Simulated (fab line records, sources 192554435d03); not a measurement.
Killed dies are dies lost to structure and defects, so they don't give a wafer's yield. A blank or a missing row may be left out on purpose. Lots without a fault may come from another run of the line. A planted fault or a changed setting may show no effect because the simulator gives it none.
Split-lot experiment | flow n5_finfet | 7 lots, 21 wafers read, on a route of 1938 steps

THE SPLIT
At N5_BEOL_M12_ETCH_68 (etches SOC in N2/H2, time 285 s), the setting time_s was moved away from the recipe's 285 s on 4 of the 21 wafers read, by +17.8% to +21.2%. The other wafers ran this setting at the recipe's value.

The reading is taken at the split's own step.

THE READING
SiARC_of_BEOL_M12_COAT_66.thk_nm (the simulator's own value, which no gauge read), in nm, at N5_BEOL_M12_ETCH_68 (etches SOC in N2/H2, time 285 s). The file gives no usual value for it. The 17 wafers here that ran the recipe average 85.5 nm, standard deviation 0.47 nm.

wafer  | tool, chamber at the split | time_s as run, s | against the recipe | SiARC_of_BEOL_M12_COAT_66.thk_nm, nm | against lot-mates on the recipe
L077.1 | rie_diel-05, 2             | 335.7            | +17.8%             | 81.6                                 | -3.3
L077.2 | rie_diel-05, 1             | 285              | recipe             | 85                                   | -
L077.5 | rie_diel-05, 1             | 285              | recipe             | 84.8                                 | -
L078.1 | rie_diel-04, 1             | 285              | recipe             | 86.2                                 | -
L078.2 | rie_diel-04, 2,0           | 285              | recipe             | 86                                   | -
L078.4 | rie_diel-04, 2,0           | 285              | recipe             | 86                                   | -
L079.2 | rie_diel-01, 1             | 285              | recipe             | 85                                   | -
L079.6 | rie_diel-01, 1             | 285              | recipe             | 85                                   | -
L079.5 | rie_diel-01, 2             | 285              | recipe             | 85.8                                 | -
L080.3 | rie_diel-01, 1             | 285              | recipe             | 84.6                                 | -
L080.4 | rie_diel-01, 0             | 285              | recipe             | 85.8                                 | -
L080.6 | rie_diel-01, 3             | 285              | recipe             | 86                                   | -
L085.2 | rie_diel-01, 1             | 341.1            | +19.7%             | 79.2                                 | -6.3
L085.5 | rie_diel-01, 2             | 285              | recipe             | 85.2                                 | -
L085.6 | rie_diel-01, 0             | 285              | recipe             | 85.8                                 | -
L092.3 | rie_diel-01, 0             | 285              | recipe             | 85.8                                 | -
L092.4 | rie_diel-01, 3             | 285              | recipe             | 85.4                                 | -
L092.6 | rie_diel-01, 2             | 285              | recipe             | 85.2                                 | -
L094.2 | rie_diel-04, 3             | 345.3            | +21.2%             | 80.8                                 | -4.6
L094.3 | rie_diel-04, 2             | 285              | recipe             | 85.4                                 | -
L094.6 | rie_diel-04, 0             | 345.3            | +21.2%             | 80.4                                 | -5.0
Where a row lists several chambers, the file gives one row for several wafers and doesn't say which wafer went through which chamber.

THE FIT
A straight line over all 21 wafers: SiARC_of_BEOL_M12_COAT_66.thk_nm changes by -0.249 nm for each +1% of time_s; r = -0.96; the points scatter about the line by 0.58 nm.
The same after taking each lot's own level away (the mean of its wafers on the recipe; 21 wafers): -0.241 nm for each +1%; r = -0.96; scatter 0.54 nm.
On that fit, the largest move of time_s shifts the reading by 5.1 nm.
The lots' own levels span 84.90 to 86.07 nm, that is 2.5 times the standard deviation above.
So the lot-to-lot level changes the slope little: the two slopes agree.
Check: with one of the wafers moved furthest among these (+21.2%) left out of the fit, the line predicts -5.3 nm for it against its lot-mates. It came out at -4.6 nm against them.

OTHER SPLITS ON THESE WAFERS
These wafers also went through other splits before the reading. Each is held against what the fit with the lots' levels taken away leaves over:
other split on the same wafers | wafers away from the commonest value | r with SiARC_of_BEOL_M12_COAT_66.thk_nm (lot level and that fit taken away)
N5_BEOL_M11_EXPOSE_08 dose_mj  | 4                                    | -0.07

THE FILE'S OWN FIT
SiARC_of_BEOL_M12_COAT_66.thk_nm changes by -0.247 nm for each +1% of time_s, r = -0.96.
